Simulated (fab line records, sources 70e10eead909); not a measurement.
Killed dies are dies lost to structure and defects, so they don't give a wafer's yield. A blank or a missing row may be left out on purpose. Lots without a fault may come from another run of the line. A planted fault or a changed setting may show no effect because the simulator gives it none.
fab line records | flow nand_harc | part 2 of 2: steps 25 to 35 of 35
record lots=5 wafers=15 last_day=24
route steps=1159 shown A_SIN_REMOVE@805 A_WL_FILL@809 A_CONTACT@840
lots that met no fault: from a run of the same line without faults
start_h: hours from the record's first day to the start of the lot's first wafer shown | wait_h: hours since the lot's step before | " the same as in the row above | L1.1+2: a row that stands for several wafers | - no value, or no start given | * or withheld: withheld | < > ~ a bound
route shown NAME@n: a module of which the file shows steps, and the number in the route of the first | usual: mean/standard deviation of fault-free wafers | same: alike in all rows | chamber/n: place in a boat | sites: the reading at each site | _std_site: their standard deviation | _edge_site: outer sites' mean less inner sites' | radius_mm: how far each site lies from the wafer's centre | mask NAME#n: copy n | behind: the tool/chamber that last shaped the wafer | hold: why the lot was held/for how many hours/how that ended | device: the transistor (n, p or np) that didn't switch | end of line: the same wafers' tests at the end of the route | a step without rows: its recipe alone | killed: dies lost to structure and defects at the first sort, not the wafer's yield | map: a wafer's dies, x killed, . not, _ none there
set.NAME: the setting as run; set.NAME@STEP: as run at that earlier step | model.NAME: the simulator's own value behind a step, which no gauge read
lots at some steps of the route; a table a step, a row a wafer
services: from which hour (start_h, from the record's first day; less than 0 if before it) a tool's chamber was out of use, for how many hours, and why
## steps
# step NHARC_A_WL_FILL_ALD_19
# recipe target_thk_a=20 pulse_time_s=3 ald_cycles=100 temp_c=450 material=TiN
# usual heater_power_w=1073/120 precursor_pulse_height_rel=1.002/0.021
# columns lot.wafer tool chamber start_h wait_h heater_power_w precursor_pulse_height_rel
L090.4 ald_metal-03 0 445.36 0.1 1074 1.000
L090.2 " 2 " " 1131 1.045
L090.6 " 1 " " 1133 0.964
L092.4 ald_metal-01 1 469.12 0.1 1026 0.955
L092.3 " 2 " " 1176 1.021
L092.5 " 1 " " 1017 0.986
L096.4 ald_metal-04 3 476.31 0.1 899 1.004
L096.3 " 0 " " 983 1.031
L096.6 " 0 " " 1005 1.030
L095.1 ald_metal-03 3 476.34 0.1 1235 1.033
L095.2 " 0 " " 1026 1.008
L095.3 " 2 " " 1112 1.002
L097.3 ald_metal-03 1 496.25 0.1 1147 0.995
L097.4 " 3 " " 1253 1.011
L097.6 " 1 " " 1097 0.955
# step NHARC_A_WL_FILL_CVD_20
# recipe target_thk_a=750 temp_c=300 pressure_torr=40 wf6_flow_sccm=40 h2_flow_sccm=1600 ar_flow_sccm=1560 time_s=5064 material=W
# usual heater_power_w=461/27 throttle_valve_pct=7.80/0.22
# same time_s=5064
# columns lot.wafer tool chamber start_h wait_h heater_power_w throttle_valve_pct
L090.2 cvd_w-01 1 - - 507 7.51
L090.4 " 1 " " 505 7.67
L090.6 " 1 " " 509 7.71
L092.3 cvd_w-02 1 - - 416 8.03
L092.4 " 0 " " 458 7.63
L092.5 " 1 " " 429 8.17
L096.4 cvd_w-02 1 - - 428 8.13
L096.3 " 0 " " 469 7.70
L096.6 " 1 " " 405 7.95
L095.1 cvd_w-02 0 - - 458 7.79
L095.2 " 1 " " 431 8.03
L095.3 " 1 " " 422 8.09
L097.3 cvd_w-02 0 - - 462 7.86
L097.4 " 1 " " 420 7.84
L097.6 " 0 " " 469 7.86
# step NHARC_A_WL_FILL_CMP_12
# recipe t_overpolish_s=30 target_thk_nm=75
# usual motor_current_A=12.2/1.2 overpolish_run_s=29.999/0.01 time_to_endpoint_s=16/4.1
# columns lot.wafer tool chamber start_h wait_h motor_current_A overpolish_run_s time_to_endpoint_s
L090.4 cmp-02 0 450.60 2.9 14.0 30.007 10
L090.2 " 2 " " 11.4 30.005 13
L090.6 " 1 " " 10.6 29.997 17
L092.4 cmp-02 3 474.35 2.2 13.2 29.973 10
L092.3 " 1 " " 11.0 29.998 16
L092.5 " 0 " " 14.4 30.001 6
L096.4 cmp-02 0 484.15 2.9 13.7 29.996 10
L096.3 " 3 " " 12.8 30.005 15
L096.6 " 0 " " 14.0 30.009 10
L095.1 cmp-02 2 488.47 4.3 11.7 29.996 14
L095.2 " 3 " " 12.9 30.006 12
L095.3 " 0 " " 14.1 30.013 11
L097.3 cmp-04 2 503.23 2.9 12.7 30.013 13
L097.4 " 0 " " 13.5 30.003 19
L097.6 " 2 " " 13.3 30.009 10
# step NHARC_A_WL_FILL_SRD_31
# columns lot.wafer tool chamber start_h wait_h
L090.4+2+6 wet_bench-02 7,0,2 450.92 0.0
L092.5+4+3 wet_bench-02 7,0,1 474.69 0.0
L096.4+3+6 wet_bench-05 1,3,4 484.48 0.0
L095.2+1+3 wet_bench-07 2,5,6 488.76 0.0
L097.3+4+6 wet_bench-07 0,1,2 503.57 0.1
# step NHARC_A_WL_FILL_INSPECT_15
# usual raw_defect_count=422/120
# columns lot.wafer tool chamber start_h wait_h raw_defect_count
L090.2 defect_inspect-01 - 451.09 0.0 503
L090.4 " - " " 598
L090.6 " - " " 574
L092.3 defect_inspect-02 - 474.82 0.0 573
L092.4 " - " " 489
L092.5 " - " " 651
L096.3 defect_inspect-01 - 484.64 0.0 356
L096.4 " - " " 341
L096.6 " - " " 273
L095.1 defect_inspect-02 - 488.93 0.0 204
L095.2 " - " " 253
L095.3 " - " " 264
L097.3 defect_inspect-01 - 503.71 0.0 452
L097.4 " - " " 343
L097.6 " - " " 657
# step NHARC_A_CONTACT_DEP_24
# recipe target_thk_a=5000 temp_c=400 pressure_torr=6.5 rf_w=900 teos_flow_sccm=161.4 flow_sccm=2650 target_thk_nm=500 gas=O2 material=SiO2
# usual heater_power_w=522/93 throttle_valve_pct=15.9/0.69
# columns lot.wafer tool chamber start_h wait_h heater_power_w throttle_valve_pct
L090.2 pecvd-01 0 451.22 0.1 649 15.1
L090.4 " 2 " " 503 14.7
L090.6 " 1 " " 622 16.6
L092.3 pecvd-04 0 474.89 0.1 439 16.7
L092.4 " 1 " " 712 15.9
L092.5 " 2 " " 567 17.2
L096.3 pecvd-04 0 484.83 0.2 360 16.6
L096.4 " 1 " " 626 16.5
L096.6 " 0 " " 386 16.6
L095.3 pecvd-03 0 489.00 0.1 603 16.1
L095.1 " 1 " " 388 15.0
L095.2 " 2 " " 489 15.6
L097.3 pecvd-03 2 503.78 0.1 563 15.3
L097.4 " 2 " " 568 15.2
L097.6 " 1 " " 444 14.6
# step NHARC_A_CONTACT_DEP_28
# recipe target_thk_a=36000 temp_c=400 material=aC
# usual throttle_valve_pct=34.999/0.0093
# columns lot.wafer tool chamber start_h wait_h throttle_valve_pct
L090.2 acl_dep-03 0 453.67 2.0 35.003
L090.4 " 0 " " 35.002
L090.6 " 0 " " 35.003
L092.3 acl_dep-03 0 476.71 1.3 34.995
L092.4 " 0 " " 35.002
L092.5 " 0 " " 35.007
L096.3 acl_dep-03 0 488.42 3.2 34.995
L096.4 " 0 " " 34.999
L096.6 " 0 " " 35.015
L095.1 acl_dep-02 0 489.60 0.1 34.997
L095.2 " 0 " " 35.013
L095.3 " 0 " " 34.988
L097.3 acl_dep-03 0 506.68 2.4 34.995
L097.4 " 0 " " 34.986
L097.6 " 0 " " 34.998
# step NHARC_A_CONTACT_DEP_29
# recipe target_thk_a=700 target_thk_nm=70 temp_c=400 pressure_torr=3.5 flow_sccm=200 rf_w=350 material=SiON
# usual heater_power_w=728/82
# columns lot.wafer tool chamber start_h wait_h heater_power_w
L090.2 pecvd-01 0 455.55 1.5 766
L090.4 " 1 " " 726
L090.6 " 2 " " 704
L092.3 pecvd-01 1 478.27 1.2 771
L092.4 " 2 " " 668
L092.5 " 0 " " 854
L096.3 pecvd-01 0 489.94 1.1 797
L096.6 " 2 " " 714
L096.4 " 0 " " 811
L095.1 pecvd-01 0 491.88 1.9 732
L095.3 " 1 " " 779
L095.2 " 2 " " 675
L097.3 pecvd-03 0 508.20 1.2 768
L097.4 " 2 " " 758
L097.6 " 1 " " 678
# step NHARC_A_CONTACT_DEHYDRATE_32
# recipe temp_c=150 time_s=120
# usual heater_power_total_W=182.6/1.3
# same time_s=120
# columns lot.wafer tool chamber start_h wait_h heater_power_total_W
L090.2 litho_track-04 0 455.82 0.2 183.8
L090.4 " 0 " " 181.9
L090.6 " 0 " " 181.3
L092.3 litho_track-04 0 478.49 0.2 182.2
L092.4 " 0 " " 181.1
L092.5 " 0 " " 184.8
L096.3 litho_track-06 0 490.18 0.2 183.2
L096.4 " 0 " " 181.1
L096.6 " 0 " " 183.6
L095.1 litho_track-06 0 492.15 0.2 181.8
L095.2 " 0 " " 180.7
L095.3 " 0 " " 183.2
L097.3 litho_track-06 0 508.44 0.2 182.3
L097.4 " 0 " " 184.5
L097.6 " 0 " " 181.0
# step NHARC_A_CONTACT_HMDS_33
# recipe time_s=30
# same time_s=30
# columns lot.wafer tool chamber start_h wait_h
L090.2+4+6 litho_track-04 0 - -
L092.3+4+5 litho_track-04 0 - -
L096.3+4+6 litho_track-06 0 - -
L095.1+2+3 litho_track-06 0 - -
L097.3+4+6 litho_track-06 0 - -
# step NHARC_A_CONTACT_COAT_34
# recipe temp_c=260 time_s=75
# usual heater_power_total_W=486.6/1.6
# same time_s=75
# columns lot.wafer tool chamber start_h wait_h heater_power_total_W
L090.2 litho_track-04 0 - - 484.8
L090.4 " 0 " " 484.9
L090.6 " 0 " " 486.4
L092.3 litho_track-04 0 - - 488.3
L092.4 " 0 " " 486.5
L092.5 " 0 " " 485.4
L096.3 litho_track-06 0 - - 487.8
L096.4 " 0 " " 486.8
L096.6 " 0 " " 484.6
L095.1 litho_track-06 0 - - 485.0
L095.2 " 0 " " 484.8
L095.3 " 0 " " 484.9
L097.3 litho_track-06 0 - - 484.7
L097.4 " 0 " " 486.5
L097.6 " 0 " " 486.7
## services
# columns tool chamber start_h hours kind
acl_dep-03 - 406.41 13.0 pm
ald_hk-01 - 408.09 10.0 pm
pecvd-01 1 411.68 3.7 repair
ald_hk-02 - 414.91 2.7 repair
pecvd-03 1 415.32 4.3 repair
pecvd-01 - 418.00 13.0 pm
wet_bench-05 - 421.49 2.0 repair
plasma_asher-02 - 424.09 2.2 repair
cmp-02 - 424.15 4.0 pm
rie_metal-01 - 427.84 0.5 repair
wet_bench-07 - 448.00 8.0 pm
rie_metal-03 - 453.00 9.0 pm
ald_metal-01 - 458.00 10.0 pm
litho_track-06 - 467.00 7.0 pm
pecvd-03 - 473.64 13.0 pm
cvd_w-01 - 477.91 13.0 pm
plasma_asher-02 - 482.84 0.8 repair
ald_metal-03 - 483.71 0.9 repair
ald_metal-01 - 486.28 0.5 repair
rie_metal-02 - 488.00 0.2 repair
litho_track-04 - 491.00 7.0 pm
rie_diel-01 - 491.80 9.0 pm
cmp-02 - 491.86 1.0 repair
ald_metal-03 - 500.00 10.0 pm
